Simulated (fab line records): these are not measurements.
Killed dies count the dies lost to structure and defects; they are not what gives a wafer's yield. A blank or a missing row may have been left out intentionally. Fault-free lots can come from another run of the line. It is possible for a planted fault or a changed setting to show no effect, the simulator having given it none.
Matching of chambers :: flow n5-finfet :: ald-sin-01 running N5_FIN_SAQP_SPACER2_ALD_28: 4 sister chambers
The step deposits SiO2, target thk 8.1 nm, pulse time 1 s, purge time 2 s. 4 wafers are shown with their chamber, then 11 later ones without.

## WAFERS, EACH WITH ITS CHAMBER
wafer: L084.1
chamber: 3
heater-power-w (W): 473

wafer: L088.4
chamber: 1
heater-power-w (W): 459

wafer: L088.6
chamber: 0
heater-power-w (W): 482

wafer: L089.2
chamber: 2
heater-power-w (W): 464

## WAFERS WITHOUT THEIR CHAMBER
wafer: L089.5
heater-power-w (W): 457

wafer: L089.6
heater-power-w (W): 463

wafer: L090.1
heater-power-w (W): 449

wafer: L090.5
heater-power-w (W): 451

wafer: L090.6
heater-power-w (W): 461

wafer: L092.1
heater-power-w (W): 476

wafer: L092.2
heater-power-w (W): 463

wafer: L092.4
heater-power-w (W): 458

wafer: L097.4
heater-power-w (W): 461

wafer: L097.5
heater-power-w (W): 485

wafer: L097.6
heater-power-w (W): 457

## THE CHAMBER EACH PASSED THROUGH
wafer: L089.5
from the rows above: can't be placed: 1 or 2
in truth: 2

wafer: L089.6
from the rows above: can't be placed: 2 or 1
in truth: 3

wafer: L090.1
from the rows above: can't be placed: 1 or 2
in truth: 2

wafer: L090.5
from the rows above: can't be placed: 1 or 2
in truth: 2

wafer: L090.6
from the rows above: can't be placed: 1 or 2
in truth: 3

wafer: L092.1
from the rows above: can't be placed: 3 or 0
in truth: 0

wafer: L092.2
from the rows above: can't be placed: 2 or 1
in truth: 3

wafer: L092.4
from the rows above: can't be placed: 1 or 2
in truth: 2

wafer: L097.4
from the rows above: can't be placed: 1 or 2
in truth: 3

wafer: L097.5
from the rows above: 0
in truth: 0

wafer: L097.6
from the rows above: can't be placed: 1 or 2
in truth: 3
Placed correctly: 1 of 11. From these rows, 10 cannot be placed; in 5 the true chamber is one of the candidates. 0 placed wrongly.
How it was worked out, from the rows above alone: a wafer's distance from a chamber is the root of the sum, over the readings, of the square of ((its reading less the chamber's mean) divided by the reading's scatter). If the next closest chamber is less than 2 further off than the closest, the wafer can't be placed; otherwise it belongs to the closest. A chamber's mean is the mean of its shown wafers. The scatter: root of mean squared gap, hidden wafer to nearest shown wafer, with one shown wafer a chamber.
